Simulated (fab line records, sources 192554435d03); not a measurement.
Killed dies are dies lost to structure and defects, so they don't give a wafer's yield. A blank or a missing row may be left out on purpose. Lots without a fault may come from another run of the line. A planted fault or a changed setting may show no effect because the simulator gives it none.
A struck lot beside a sound one | flow n5_finfet | 16 steps out of a route of 1938
Sound: wafers L312.1, L312.5, L312.6. Struck: wafer L323.4. (L323.5 of the same lot was not struck and is left out.) The cause comes at the end.
At each step with rows: each side's tool, then ch and its chambers, then its first start. Under that, the readings that differ: sound wafers | struck wafers | difference of the means | sigmas: that difference in standard deviations of wafers without a fault.
alike: readings whose means differ by less than 2 such deviations, and words and numbers that are the same on both sides. not compared: withheld readings, readings that some wafer has no value for, bounds like >300 that may hide the same value, and numbers for which the record gives no deviation and whose values overlap.
The two part at a step that has a row with sigmas, a row that says differs or no value, or rows on one side only. Numbers that don't overlap but have no deviation are shown without sigmas and don't part them. A reading that every wafer of one side lacks parts them only if that side has two wafers or more.

first, 8 steps without rows for these wafers: N5_MIM_BOT_LITHO_HMDS_01 (time 60 s); N5_MIM_BOT_LITHO_COAT_02; N5_MIM_BOT_LITHO_EBR_04; N5_MIM_BOT_LITHO_SOFTBAKE_03 (time 90 s); N5_MIM_BOT_LITHO_EXPOSE_05 (exposes mask MIM BOT); N5_MIM_BOT_LITHO_PEB_06; N5_MIM_BOT_LITHO_DEVELOP_07 (develop time 60 s); N5_MIM_BOT_LITHO_HARDBAKE_09 (time 120 s).
N5_MIM_BOT_LITHO_CD_MEAS_08: target cd 3000 nm.
  sound on cd_sem-01 ch 0, day 11 09:25; struck on cd_sem-03 ch 0, day 14 18:38
  alike: cd_nm
N5_MIM_BOT_LITHO_OVL_MEAS_11:
  sound on overlay-01 ch 0, day 11 09:27; struck on overlay-01 ch 0, day 14 18:40
  alike: MIM_BOT_OVL
N5_MIM_BOT_LITHO_INSPECT_12: inspects for defects (macro).
  sound on defect_inspect-02, day 11 09:28; struck on defect_inspect-02, day 14 18:42
  alike: raw_defect_count
N5_MIM_BOT_LITHO_DESCUM_10: chemistry O2, time 7.9 s.
  sound on rie_diel-05 ch 1,2, day 11 09:31; struck on rie_diel-05 ch 1, day 14 18:44
  reading                         | sound          | struck | difference | sigmas
  oes_product_au (a.u.)           | 0.67 0.69 0.84 | 0.95   | +0.22      | +3
  showerhead_plenum_p_Torr (Torr) | 1.99 1.99 2.14 | 2.25   | +0.21      | +3
  alike: drypump_motor_current_A, rf_vpp_V, throttle_valve_pct
  not compared: rf_hours_counter_h
N5_MIM_BOT_ETCH_ETCH_04: etches SiNx in CF4/O2, target depth 26 nm, time 13 s.
  sound on rie_diel-05 ch 1,2, day 11 09:35; struck on rie_diel-05 ch 1, day 14 18:48
  reading                         | sound             | struck | difference | sigmas
  showerhead_plenum_p_Torr (Torr) | 2.09 2.09 2.24    | 2.35   | +0.21      | +3
  throttle_valve_pct (%)          | 16.15 16.16 16.19 | 15.71  | -0.46      | -2
  model.etch.depth_nm (nm)        | 25.52 25.71 26.13 | 20.87  | -4.92      |
  alike: bias_w, drypump_motor_current_A, oes_product_au, rf_vpp_V
  not compared: rf_hours_counter_h
N5_MIM_BOT_ETCH_ETCH_03: etches the open film in Cl2/BCl3, target depth 12 nm.
  sound on rie_metal-03 ch 0,1, day 11 09:41; struck on rie_metal-02 ch 1, day 14 18:55
  reading                              | sound          | struck | difference | sigmas
  oes_product_au (a.u.)                | 0.78 0.75 0.78 | 0.88   | +0.11      | +2
  model.MIM_BOT_ETCH.cd_offset_nm (nm) | 0.4 0.4 0.4    | 0.2    | -0.2       |
  alike: bias_w, drypump_motor_current_A, throttle_valve_pct
  not compared: rf_hours_counter_h
N5_MIM_BOT_ETCH_ETCH_00: etches TiN in Cl2/BCl3, target depth 45.5 nm.
  sound on rie_metal-03 ch 0,1, day 11 09:46; struck on rie_metal-02 ch 1, day 14 19:01
  reading               | sound          | struck | difference | sigmas
  oes_product_au (a.u.) | 0.77 0.74 0.77 | 0.87   | +0.11      | +2
  alike: bias_w, drypump_motor_current_A, throttle_valve_pct
  not compared: rf_hours_counter_h
N5_PASSIVATION_PROBE_49:
  sound on prober-02, day 11 22:40; struck on prober-02, day 15 03:39
  alike: defect_limited_yield, killed_at_M0_to_M3, killed_at_M4_up, killed_at_contacts, killed_at_front_end, killed_at_other, killed_dies, killed_open, killed_short, sort_bin_5_function, sort_bin_6_memory, sort_n_pass, sort_yield_pct

WHERE THEY PART
First at N5_MIM_BOT_LITHO_DESCUM_10; last, within this record, at N5_MIM_BOT_ETCH_ETCH_00. Later steps at which nothing parts them and some readings are alike: N5_PASSIVATION_PROBE_49.

WHY: what the simulator had put in
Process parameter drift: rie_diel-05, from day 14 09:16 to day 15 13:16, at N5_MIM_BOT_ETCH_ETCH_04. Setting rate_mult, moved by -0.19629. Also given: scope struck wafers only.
